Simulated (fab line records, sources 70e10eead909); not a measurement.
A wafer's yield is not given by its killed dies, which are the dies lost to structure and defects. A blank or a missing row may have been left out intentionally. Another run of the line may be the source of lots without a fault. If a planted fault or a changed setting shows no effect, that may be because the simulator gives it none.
fab line records + flow nandHarc
record
- lots=6
- wafers=18
- lastDay=23
route steps=1159 shown A_WL_FILL@811 A_CONTACT@840 END@1159
lots that met no fault: from a run of the same line without faults
startH: hours from the record's opening day to when the first of the lot's shown wafers began + waitH: hours since the lot's step before + " identical to the entry in the row above + L1.1+2: a row that stands for several wafers + - value missing, or start not given + * or withheld: withheld + < > ~ a bound
route shown NAME@n: NAME is a module with steps in the file, n the number in the route of the first one + usual: the fault-free wafers' mean and standard deviation + same: alike in all rows + chamber/n: place in a boat + sites: per-site readings + _std_site: the values' standard deviation + _edge_site: mean of outer sites minus mean of inner sites + radiusMm: for every site, how far away it sits from the centre of the wafer + mask NAME#n: copy n + behind: the most recent tool/chamber to have shaped the wafer + hold: the reason the lot was held/the length of the hold in hours/how it ended + device: whichever transistor did not switch (one of n, p or np) + end of line: tests of these same wafers at the route's end + a step given without rows: its recipe and nothing more + killed: at the first sort, the dies lost to defects and structure; wafer yield is something else + map: a wafer's dies, x killed, . not, _ none there
set.NAME: the run value of the setting; set.NAME@STEP: its run value at that earlier step + model.NAME: the simulator's own value behind a step, which no gauge read
certain route steps with their lots: each step a table, each wafer a row
services: from which hour (startH, from the record's first day; less than 0 if before it) a tool's chamber was out of use, for how many hours, and why
## steps
# step NHARC_A_WL_FILL_ALD_02
# recipe
- targetThkA=20
- pulseTimeS=3
- aldCycles=100
- tempC=450
- material=TiN
# usual
- heaterPowerW=1088/95
- precursorPulseHeightRel=1.002/0.021
- susceptorTempC=449.99/0.25
| lot.wafer | tool        | chamber | startH | waitH | heaterPowerW | precursorPulseHeightRel | susceptorTempC |
|-----------|-------------|---------|--------|-------|--------------|-------------------------|----------------|
| L680.2    | aldMetal-01 | 0       | 357.64 | 0.2   | 1111         | 0.990                   | 449.91         |
| L680.4    | "           | 3       | "      | "     | 1235         | 0.984                   | 450.05         |
| L680.6    | "           | 0       | "      | "     | 1122         | 0.982                   | 449.59         |
| L682.1    | aldMetal-03 | 3       | 365.39 | 0.3   | 1036         | 1.045                   | 450.52         |
| L682.2    | "           | 0       | "      | "     | 1033         | 1.039                   | 450.08         |
| L682.6    | "           | 2       | "      | "     | 1331         | 1.004                   | 449.81         |
| L687.3    | aldMetal-01 | 3       | 387.02 | 0.1   | 1258         | 1.003                   | 449.70         |
| L687.4    | "           | 2       | "      | "     | 1057         | 1.025                   | 450.03         |
| L687.5    | "           | 3       | "      | "     | 1260         | 1.009                   | 449.67         |
| L688.4    | aldMetal-02 | 2       | 409.16 | 0.2   | 1063         | 0.986                   | 450.22         |
| L688.2    | "           | 3       | "      | "     | 1013         | 1.017                   | 450.26         |
| L688.5    | "           | 1       | "      | "     | 1011         | 1.020                   | 449.79         |
| L695.1    | aldMetal-01 | 2       | 440.82 | 0.2   | 1040         | 1.008                   | 449.86         |
| L695.4    | "           | 3       | "      | "     | 1254         | 0.977                   | 449.74         |
| L695.2    | "           | 0       | "      | "     | 1141         | 0.989                   | 450.42         |
| L694.4    | aldMetal-03 | 3       | 441.09 | 0.2   | 1039         | 0.994                   | 450.13         |
| L694.2    | "           | 2       | "      | "     | 1360         | 1.017                   | 450.05         |
| L694.6    | "           | 0       | "      | "     | 1035         | 0.994                   | 450.09         |
# step NHARC_A_WL_FILL_CVD_03
# recipe
- targetThkA=400
- tempC=300
- pressureTorr=40
- wf6FlowSccm=40
- h2FlowSccm=1600
- arFlowSccm=1560
- timeS=3302
- material=W
# step NHARC_A_WL_FILL_ETCHBACK_04
# recipe
- targetDepthA=600
- timeS=120
- chemistry=NF3
# step NHARC_A_WL_FILL_ETCHBACK_05
# recipe
- targetDepthA=220
- timeS=60
- tempC=40
- chemistry=Cl2/BCl3
# usual
- drypumpMotorCurrentA=5.68/0.29
- oesProductAu=0.999/0.014
# same
- timeS=60
| lot.wafer | tool        | chamber | startH | waitH | drypumpMotorCurrentA | oesProductAu | rfHoursCounterH |
|-----------|-------------|---------|--------|-------|----------------------|--------------|-----------------|
| L680.2    | rieMetal-03 | 1       | 362.10 | 0.2   | 5.37                 | 1.009        | 2.3             |
| L680.4    | "           | 1       | "      | "     | 5.38                 | 1.017        | -               |
| L680.6    | "           | 1       | "      | "     | 5.39                 | 1.008        | -               |
| L682.1    | rieMetal-03 | 0       | 369.33 | 0.2   | 6.07                 | 0.999        | 2.5             |
| L682.2    | "           | 1       | "      | "     | 5.40                 | 1.005        | 2.5             |
| L682.6    | "           | 0       | "      | "     | 6.04                 | 0.990        | -               |
| L687.3    | rieMetal-03 | 0       | 394.65 | 0.1   | 6.09                 | 0.982        | -               |
| L687.4    | "           | 1       | "      | "     | 5.36                 | 1.002        | -               |
| L687.5    | "           | 0       | "      | "     | 6.04                 | 0.982        | -               |
| L688.2    | rieMetal-02 | 1       | 415.84 | 0.2   | 6.08                 | 0.972        | 0.4             |
| L688.4    | "           | 0       | "      | "     | 5.58                 | 0.998        | -               |
| L688.5    | "           | 0       | "      | "     | 5.56                 | 1.004        | -               |
| L695.1    | rieMetal-02 | 1       | 445.73 | 0.2   | 6.09                 | 0.977        | 1.4             |
| L695.2    | "           | 0       | "      | "     | 5.56                 | 1.007        | 1.4             |
| L695.4    | "           | 0       | "      | "     | 5.56                 | 1.008        | -               |
| L694.2    | rieMetal-01 | 0       | 448.48 | 0.2   | 5.43                 | 1.021        | 2.4             |
| L694.4    | "           | 1       | "      | "     | 5.56                 | 0.998        | -               |
| L694.6    | "           | 1       | "      | "     | 5.56                 | 0.997        | -               |
# step NHARC_A_WL_FILL_STRIP_27
# recipe
- powerW=1500
- tempC=250
- timeS=20
- chemistry=N2/H2
# step NHARC_A_WL_FILL_STRIP_28
# recipe
- timeS=1200
- tempC=72.5
- chemistry=postEtchResidueRemover
# step NHARC_A_WL_FILL_PRECLEAN_06
# recipe
- timeS=300
- chemistry=DIW
# step NHARC_A_WL_FILL_SRD_07
# step NHARC_A_WL_FILL_ANNEAL_08
# recipe
- tempC=450
- timeS=1800
# step NHARC_A_WL_FILL_ALD_10
# recipe
- targetThkA=500
- pulseTimeS=10
- aldCycles=500
- tempC=300
- material=SiO2
# step NHARC_A_WL_FILL_ETCHBACK_16
# recipe
- targetDepthA=880
- timeS=17.6
- c4f8FlowSccm=withheld
- o2FlowSccm=8
- arFlowSccm=withheld
- rfW=600
- biasW=800
- chemistry=C4F8/O2/Ar
# usual
- oesProductAu=0.983/0.03
- rfVppV=723/4
# same
- timeS=17.6
| lot.wafer | tool       | chamber | startH | waitH | oesProductAu | rfHoursCounterH | rfVppV |
|-----------|------------|---------|--------|-------|--------------|-----------------|--------|
| L680.2    | rieDiel-04 | 0       | 372.60 | -     | 0.924        | 5.4             | 726    |
| L680.4    | "          | 3       | "      | "     | 0.928        | 5.2             | 721    |
| L680.6    | "          | 1       | "      | "     | 0.948        | -               | 719    |
| L682.2    | rieDiel-06 | 1       | 379.58 | -     | 0.944        | 4.8             | 727    |
| L682.1    | "          | 2       | "      | "     | 0.975        | 4.4             | 731    |
| L682.6    | "          | 3       | "      | "     | 0.971        | -               | 720    |
| L687.3    | rieDiel-06 | 2       | 404.23 | -     | 0.994        | 5.7             | 731    |
| L687.4    | "          | 3       | "      | "     | 0.991        | 5.7             | 719    |
| L687.5    | "          | 1       | "      | "     | 0.984        | -               | 726    |
| L688.4    | rieDiel-06 | 2       | 432.08 | -     | 1.019        | 0.2             | 731    |
| L688.2    | "          | 3       | "      | "     | 0.983        | 0.3             | 719    |
| L688.5    | "          | 1       | "      | "     | 0.994        | -               | 726    |
| L695.2    | rieDiel-04 | 2       | 458.87 | -     | 0.985        | 11.0            | 726    |
| L695.1    | "          | 3       | "      | "     | 1.007        | 9.0             | 720    |
| L695.4    | "          | 1       | "      | "     | 1.023        | 10.9            | 719    |
| L694.4    | rieDiel-07 | 2       | 459.20 | -     | 1.003        | 0.9             | 722    |
| L694.2    | "          | 0       | "      | "     | 0.963        | 1.0             | 722    |
| L694.6    | "          | 2       | "      | "     | 1.005        | -               | 724    |
# step NHARC_A_WL_FILL_STRIP_29
# recipe
- timeS=20
- o2FlowSccm=500
- arFlowSccm=0
- biasW=0
- chemistry=O2
# step NHARC_A_WL_FILL_ETCHBACK_17
# recipe
- targetDepthA=40
- timeS=26.7
- chemistry=Cl2/BCl3
# step NHARC_A_WL_FILL_PRECLEAN_18
# recipe
- timeS=30
- chemistry=dHF
# step NHARC_A_WL_FILL_SRD_21
# step NHARC_A_WL_FILL_CVD_23
# recipe
- targetThkA=400
- tempC=620
- pressureMtorr=200
- timeS=800
- material=poly-Si
# step NHARC_A_WL_FILL_ETCHBACK_26
# recipe
- targetDepthA=520
- timeS=13.3
- hbrFlowSccm=150
- rfW=350
- icpW=350
- biasW=60
- chemistry=HBr
# step NHARC_A_WL_FILL_PRECLEAN_30
# recipe
- timeS=10
- chemistry=dHF
# step NHARC_A_WL_FILL_SRD_14
# step NHARC_A_WL_FILL_ALD_19
# recipe
- targetThkA=20
- pulseTimeS=3
- aldCycles=100
- tempC=450
- material=TiN
# usual
- heaterPowerW=1093/99
- precursorPulseHeightRel=1.000/0.019
- susceptorTempC=450.01/0.22
| lot.wafer | tool        | chamber | startH | waitH | heaterPowerW | precursorPulseHeightRel | susceptorTempC |
|-----------|-------------|---------|--------|-------|--------------|-------------------------|----------------|
| L680.2    | aldMetal-01 | 3       | 378.47 | 0.1   | 1259         | 1.013                   | 449.57         |
| L680.4    | "           | 0       | "      | "     | 1098         | 0.993                   | 450.12         |
| L680.6    | "           | 3       | "      | "     | 1270         | 1.023                   | 449.65         |
| L682.2    | aldMetal-03 | 3       | 385.25 | 0.1   | 1058         | 1.003                   | 450.23         |
| L682.1    | "           | 1       | "      | "     | 1042         | 1.028                   | 450.01         |
| L682.6    | "           | 2       | "      | "     | 1296         | 1.033                   | 449.86         |
| L687.4    | aldMetal-02 | 1       | 409.72 | 0.1   | 1008         | 1.019                   | 449.82         |
| L687.3    | "           | 3       | "      | "     | 1000         | 0.992                   | 450.20         |
| L687.5    | "           | 0       | "      | "     | 1036         | 0.971                   | 449.87         |
| L688.4    | aldMetal-02 | 2       | 437.58 | 0.1   | 1030         | 1.010                   | 450.29         |
| L688.2    | "           | 1       | "      | "     | 998          | 1.008                   | 449.72         |
| L688.5    | "           | 2       | "      | "     | 1054         | 0.996                   | 450.22         |
| L695.2    | aldMetal-03 | 2       | 464.37 | 0.1   | 1328         | 0.998                   | 449.83         |
| L695.4    | "           | 3       | "      | "     | 1043         | 0.980                   | 450.29         |
| L695.1    | "           | 0       | "      | "     | 1046         | 0.982                   | 450.21         |
| L694.4    | aldMetal-02 | 3       | 464.40 | 0.1   | 1019         | 0.989                   | 450.12         |
| L694.2    | "           | 0       | "      | "     | 1020         | 1.032                   | 449.87         |
| L694.6    | "           | 2       | "      | "     | 1077         | 1.013                   | 449.90         |
# step NHARC_A_WL_FILL_CVD_20
# recipe
- targetThkA=750
- tempC=300
- pressureTorr=40
- wf6FlowSccm=40
- h2FlowSccm=1600
- arFlowSccm=1560
- timeS=5064
- material=W
# step NHARC_A_WL_FILL_CMP_12
# recipe
- tOverpolishS=30
- targetThkNm=75
# usual
- motorCurrentA=11.5/1.3
- overpolishRunS=29.998/0.0089
- timeToEndpointS=16/3.6
| lot.wafer | tool   | chamber | startH | waitH | motorCurrentA | overpolishRunS | timeToEndpointS |
|-----------|--------|---------|--------|-------|---------------|----------------|-----------------|
| L680.2    | cmp-04 | 2       | 386.14 | 3.6   | 10.3          | 29.993         | 23              |
| L680.4    | "      | 0       | "      | "     | 11.9          | 30.013         | 12              |
| L680.6    | "      | 1       | "      | "     | 11.0          | 29.993         | 16              |
| L682.2    | cmp-03 | 2       | 391.01 | 4.4   | 11.6          | 29.994         | 13              |
| L682.1    | "      | 3       | "      | "     | 10.2          | 29.989         | 11              |
| L682.6    | "      | 0       | "      | "     | 12.3          | 29.992         | 14              |
| L687.4    | cmp-04 | 2       | 420.17 | 2.9   | 10.5          | 30.000         | 21              |
| L687.3    | "      | 3       | "      | "     | 10.9          | 30.001         | 17              |
| L687.5    | "      | 1       | "      | "     | 11.2          | 29.998         | 14              |
| L688.4    | cmp-03 | 2       | 442.86 | 2.9   | 11.3          | 29.999         | 11              |
| L688.2    | "      | 3       | "      | "     | 10.7          | 30.023         | 7               |
| L688.5    | "      | 1       | "      | "     | 11.6          | 29.992         | 16              |
| L694.4    | cmp-04 | 1       | 469.56 | 2.2   | 10.9          | 30.004         | 15              |
| L694.2    | "      | 0       | "      | "     | 12.5          | 29.998         | 11              |
| L694.6    | "      | 1       | "      | "     | 10.9          | 29.989         | 17              |
| L695.4    | cmp-03 | 0       | 470.73 | 2.9   | 13.1          | 29.997         | 17              |
| L695.2    | "      | 1       | "      | "     | 11.8          | 29.996         | 20              |
| L695.1    | "      | 3       | "      | "     | 9.9           | 30.005         | 12              |
# step NHARC_A_WL_FILL_SRD_31
# step NHARC_A_CONTACT_DEP_24
# recipe
- targetThkA=5000
- tempC=400
- pressureTorr=6.5
- rfW=900
- teosFlowSccm=161.4
- flowSccm=2650
- targetThkNm=500
- gas=O2
- material=SiO2
# usual
- chamberPressureTorr=6.503/0.015
- heaterPowerW=606/120
- susceptorTempC=399.99/0.23
- throttleValvePct=16.0/0.58
| lot.wafer | tool     | chamber | startH | waitH | hold                    | chamberPressureTorr | heaterPowerW | susceptorTempC | throttleValvePct |
|-----------|----------|---------|--------|-------|-------------------------|---------------------|--------------|----------------|------------------|
| L680.2    | pecvd-02 | 0       | 387.00 | 0.4   | -                       | 6.502               | 754          | 399.95         | 15.9             |
| L680.6    | "        | 2       | "      | "     | -                       | 6.515               | 530          | 400.07         | 15.8             |
| L680.4    | "        | 0       | "      | "     | -                       | 6.506               | 783          | 399.93         | 15.8             |
| L682.1    | pecvd-01 | 2       | 391.57 | 0.1   | -                       | 6.499               | 598          | 400.34         | 15.9             |
| L682.2    | "        | 0       | "      | "     | -                       | 6.501               | 773          | 399.76         | 15.5             |
| L682.6    | "        | 2       | "      | "     | -                       | 6.479               | 611          | 399.90         | 16.2             |
| L687.3    | pecvd-04 | 0       | 423.07 | 2.3   | awaitDispo/1.8h/release | 6.495               | 595          | 400.29         | 15.6             |
| L687.4    | "        | 1       | "      | "     | awaitDispo/1.8h/release | 6.506               | 777          | 400.07         | 16.9             |
| L687.5    | "        | 0       | "      | "     | awaitDispo/1.8h/release | 6.524               | 605          | 400.09         | 15.6             |
| L688.2    | pecvd-01 | 2       | 447.42 | 3.9   | awaitDispo/3.8h/release | 6.516               | 501          | 399.92         | 15.0             |
| L688.4    | "        | 1       | "      | "     | awaitDispo/3.8h/release | 6.504               | 484          | 399.71         | 16.9             |
| L688.5    | "        | 0       | "      | "     | awaitDispo/3.8h/release | 6.493               | 803          | 400.20         | 15.9             |
| L694.2    | pecvd-04 | 1       | 470.22 | 0.2   | -                       | 6.477               | 707          | 399.79         | 16.9             |
| L694.4    | "        | 2       | "      | "     | -                       | 6.507               | 460          | 400.19         | 15.5             |
| L694.6    | "        | 0       | "      | "     | -                       | 6.479               | 597          | 399.99         | 15.7             |
| L695.1    | pecvd-02 | 0       | 471.29 | 0.1   | -                       | 6.479               | 766          | 400.02         | 15.9             |
| L695.2    | "        | 2       | "      | "     | -                       | 6.516               | 583          | 400.29         | 16.1             |
| L695.4    | "        | 0       | "      | "     | -                       | 6.481               | 791          | 399.91         | 15.8             |
# step NHARC_END_SORT_01
# recipe
- tempC=25
# usual
- killedAtArray=27/10
- killedAtOther=0.6/0.83
- killedAtPeriphery=2.4/1.8
- killedDies=30/10
- killedOpen=3.3/1.7
- killedShort=1.8/1.4
# same
- grossDies=677
| lot.wafer | tool      | chamber | startH | waitH | killedAtArray | killedAtOther | killedAtPeriphery | killedDies | killedOpen | killedShort |
|-----------|-----------|---------|--------|-------|---------------|---------------|-------------------|------------|------------|-------------|
| L687.3    | prober-01 | 0       | 512.50 | 3.1   | 59            | 0             | 1                 | 60         | 4          | 1           |
| L687.4    | prober-01 | 0       | 513.30 | 3.4   | 61            | 1             | 2                 | 64         | 1          | 0           |
| L687.5    | prober-01 | 0       | 514.10 | 3.7   | 93            | 1             | 2                 | 96         | 3          | 1           |
| L688.2    | prober-01 | 0       | 539.57 | 2.8   | 76            | 0             | 2                 | 78         | 3          | 3           |
| L688.4    | prober-01 | 0       | 541.15 | 3.4   | 63            | 0             | 1                 | 64         | 1          | 1           |
| L688.5    | prober-01 | 0       | 541.94 | 3.6   | 111           | 0             | 1                 | 112        | 4          | 3           |
# killed by level:class
L687.3 A_WL_FILL:unspecified=36 A_SLIT:chamberFilmFlake=11 A_CHANNEL_HOLE_D1:chamberFilmFlake=4 A_STAIRCASE:chamberFilmFlake=3 A_CONTACT:geometricParticle:open=2 P_M1:geometricParticle:open=1 A_CHANNEL_HOLE_D1:geometricParticle:open=1 A_CHANNEL_FILL_D1:geometricParticle:short=1
L687.4 A_WL_FILL:unspecified=43 A_SLIT:chamberFilmFlake=13 A_CHANNEL_HOLE_D1:chamberFilmFlake=2 A_CONTACT:chamberFilmFlake=2 A_CHANNEL_FILL_D1:geometricParticle:open=1 P_GATE:chamberFilmFlake=1 P_M0:chamberFilmFlake=1 HYBRID_BOND:latent=1
L687.5 A_WL_FILL:unspecified=73 A_SLIT:chamberFilmFlake=13 A_CHANNEL_HOLE_D1:chamberFilmFlake=2 A_STAIRCASE:chamberFilmFlake=2 P_GATE:geometricParticle:open=1 P_M0:geometricParticle:short=1 A_SGD_CUT:geometricParticle:open=1 A_CONTACT:geometricParticle:open=1
L688.2 A_WL_FILL:unspecified=37 A_CHANNEL_HOLE_D1:chamberFilmFlake=17 A_SLIT:chamberFilmFlake=11 A_CONTACT:chamberFilmFlake=4 P_ZERO_WELL:geometricParticle:short=1 A_CHANNEL_FILL_D1:geometricParticle:open=1 A_STAIRCASE:geometricParticle:short=1 A_SGD_CUT:geometricParticle:short=1
L688.4 A_WL_FILL:unspecified=28 A_SLIT:chamberFilmFlake=10 A_CHANNEL_HOLE_D1:chamberFilmFlake=9 A_CONTACT:chamberFilmFlake=8 A_STAIRCASE:chamberFilmFlake=6 P_M0:geometricParticle:open=1 A_BLC:geometricParticle:short=1 A_M1:chamberFilmFlake=1
L688.5 A_WL_FILL:unspecified=70 A_CHANNEL_HOLE_D1:chamberFilmFlake=17 A_SLIT:chamberFilmFlake=13 A_M0:geometricParticle:open=2 A_CONTACT:chamberFilmFlake=2 A_SOURCE_PLATE:geometricParticle:open=1 A_ONON_D1:geometricParticle:short=1 A_CHANNEL_FILL_D1:geometricParticle:short=1
# map L687.5 (x killed, . not)
____________.____________
_________......._________
_______..........._______
______.............______
_____..............._____
____.................____
____.................____
___......x............___
___...................___
__.....................__
__.....................__
_...........xx.........._
_.............x.x......._
_...........x...x......._
_..............x....x..x_
_..........x.xx.....xx.._
...........x..x....xxxx..
.x.........x..xx...xxxx.x
..........xx.....xxxxxxx.
.................xxxxxxxx
.................xxxxxxxx
_.................xxxxxx_
_.................xxxxxx_
_................xxxxxxx_
_.....x..........xxxxxxx_
_...............x..xxxxx_
__x................x.xx__
__.................xx..__
___...................___
___.................x.___
____.................____
____.................____
_____..............._____
______.............______
_______.....x....._______
_________......._________
____________.____________
# map L688.5 (x killed, . not)
____________.____________
_________..x...._________
_______..........._______
______.....x.......______
_____..............._____
____.................____
____.................____
___...................___
___...................___
__........x............__
__.............x.......__
_......................._
_...............x......._
_...........x...x......._
_............xx........._
_..............x.x......_
.............xx..x..x.xx.
...............x...xxxxxx
...........x...x..xxxxxxx
.....x............xxxxxxx
................x.xxxxxxx
_.................xxxxxx_
_x......x.........xxxxxx_
_................xxxxxxx_
_.......x.x.....xxxxxxxx_
_.......x.x........xxxxx_
__.......xx...x...xxxxx__
__......xx...x....x..x.__
___.....xxx.........x.___
___......x.x..x.......___
____......x.x......x.____
____.................____
_____...x..........._____
______....x........______
_______..........._______
_________......._________
____________.____________
## services
| tool        | chamber | startH | hours | kind   |
|-------------|---------|--------|-------|--------|
| pecvd-02    | -       | 334.19 | 13.0  | pm     |
| rieDiel-06  | 0       | 335.51 | 3.5   | repair |
| rieDiel-06  | 1       | 339.23 | 1.5   | repair |
| cmp-03      | -       | 352.00 | 4.0   | pm     |
| aldMetal-02 | 3       | 354.36 | 3.1   | repair |
| cmp-04      | -       | 355.60 | 0.5   | repair |
| cmp-03      | -       | 359.15 | 3.9   | repair |
| aldMetal-02 | -       | 364.00 | 10.0  | pm     |
| aldMetal-01 | 0       | 366.48 | 1.9   | repair |
| cmp-03      | -       | 373.84 | 0.7   | repair |
| pecvd-04    | -       | 376.00 | 13.0  | pm     |
| rieMetal-02 | -       | 388.00 | 9.0   | pm     |
| cmp-04      | -       | 399.21 | 4.0   | pm     |
| cmp-03      | -       | 401.42 | 2.5   | repair |
| aldMetal-02 | -       | 411.28 | 1.6   | repair |
| rieDiel-04  | 1       | 411.87 | 9.4   | repair |
| rieDiel-04  | 3       | 414.71 | 23.2  | repair |
| rieDiel-06  | -       | 418.22 | 9.0   | pm     |
| cmp-03      | -       | 434.32 | 1.0   | repair |
| cmp-03      | -       | 447.89 | 0.8   | repair |
| cmp-03      | -       | 450.00 | 4.0   | pm     |
| rieMetal-03 | -       | 453.08 | 9.0   | pm     |
| cmp-03      | -       | 454.53 | 1.3   | repair |
| aldMetal-01 | -       | 458.00 | 10.0  | pm     |
## key
firstSign
- step=NHARC_END_SORT_01
- reading=killedAtArray
- direction=up
- sigmas=4.9
- usual=27
- struck=77
effect
- step=NHARC_END_SORT_01
- reading=killedDies
- direction=up
- sigmas=4.8
- usual=30
- struck=79
moreKillsBornAt
- NHARC_A_WL_FILL_ETCHBACK_16@rieDiel-06=287
metAt NHARC_A_WL_FILL_ETCHBACK_16
struckWafers L687.3,L687.4,L687.5,L688.2,L688.4,L688.5
testerLeftOut L687,L688
onsetBetween 379.58 404.23
fault
- kind=chamberParticleSource
- tool=rieDiel-06
- chamber=-
- onsetH=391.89
- steps=NHARC_A_WL_FILL_ETCHBACK_16
- ratePerVisitCm2=0.75996
- endH=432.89
# testerLeftOut: of these lots the tester's yield and bins aren't shown, on N5 and GAA mostly nor the transistor test; their killed dies are dies lost to structure and defects alone, not to doping, threshold or leakage, so they don't give the yield
